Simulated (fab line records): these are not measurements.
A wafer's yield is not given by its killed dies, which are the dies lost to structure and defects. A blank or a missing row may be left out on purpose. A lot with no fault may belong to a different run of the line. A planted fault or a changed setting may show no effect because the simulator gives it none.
Chamber matching	flow nandHarc	4 sister chambers for NHARC_P_GATE_STRIP_101 on rieDiel-02
The step strips in O2, time 20 s. 14 wafers are shown with their chamber, then 7 later ones without.

EACH WAFER AND ITS CHAMBER
wafer	chamber	drypumpMotorCurrentA (A)	showerheadPlenumPTorr (Torr)	rfVppV (V)
L076.2	0	5.0	3.58	57.6
L076.5	3	6.2	3.56	57.1
L076.6	2	5.9	3.42	59.2
L078.2	0	5.1	3.58	57.7
L078.5	2	5.9	3.42	57.3
L078.6	1	6.0	3.68	58.9
L087.1	2	5.9	3.41	57.4
L087.3	0	5.1	3.56	57.5
L087.5	0	5.1	3.56	56.5
L085.1	2	5.9	3.41	57.0
L085.4	3	6.2	3.55	58.1
L085.6	0	5.1	3.56	56.2
L089.1	0	5.0	3.56	58.3
L089.3	1	6.0	3.66	59.3

SIGNATURES, as means of the wafers listed above
reading	chamber 0	chamber 1	chamber 2	chamber 3	scatter within a chamber
drypumpMotorCurrentA	5.067	6.000	5.900	6.200	0.0365
showerheadPlenumPTorr	3.5667	3.6700	3.4150	3.5550	0.0094
rfVppV	57.300	59.100	57.725	57.600	0.819
Rule: a wafer's distance from a chamber is the root of the sum, over the readings, of the square of ((its reading less the chamber's mean) divided by the reading's scatter). If the next closest chamber is less than 2 further off than the closest, the wafer can't be placed; otherwise it belongs to the closest. The scatter: the root of (the sum of the squares of (reading less its chamber's mean) over the shown wafers, divided by (wafers less chambers)).

WAFERS WITHOUT THEIR CHAMBER
wafer	drypumpMotorCurrentA (A)	showerheadPlenumPTorr (Torr)	rfVppV (V)
L089.6	5.9	3.40	57.8
L093.1	5.1	3.56	57.4
L093.3	6.2	3.54	56.4
L093.6	6.0	3.66	58.1
L094.2	5.1	3.55	58.3
L094.4	6.2	3.54	56.9
L094.5	5.0	3.55	57.8

CHAMBER TAKEN BY EACH
wafer	from the rows above	in truth
L089.6	2	2
L093.1	0	0
L093.3	3	3
L093.6	1	1
L094.2	0	0
L094.4	3	3
L094.5	0	0
7 of 7 placed correctly. Number that these rows cannot place: 0. Placed wrongly: 0.
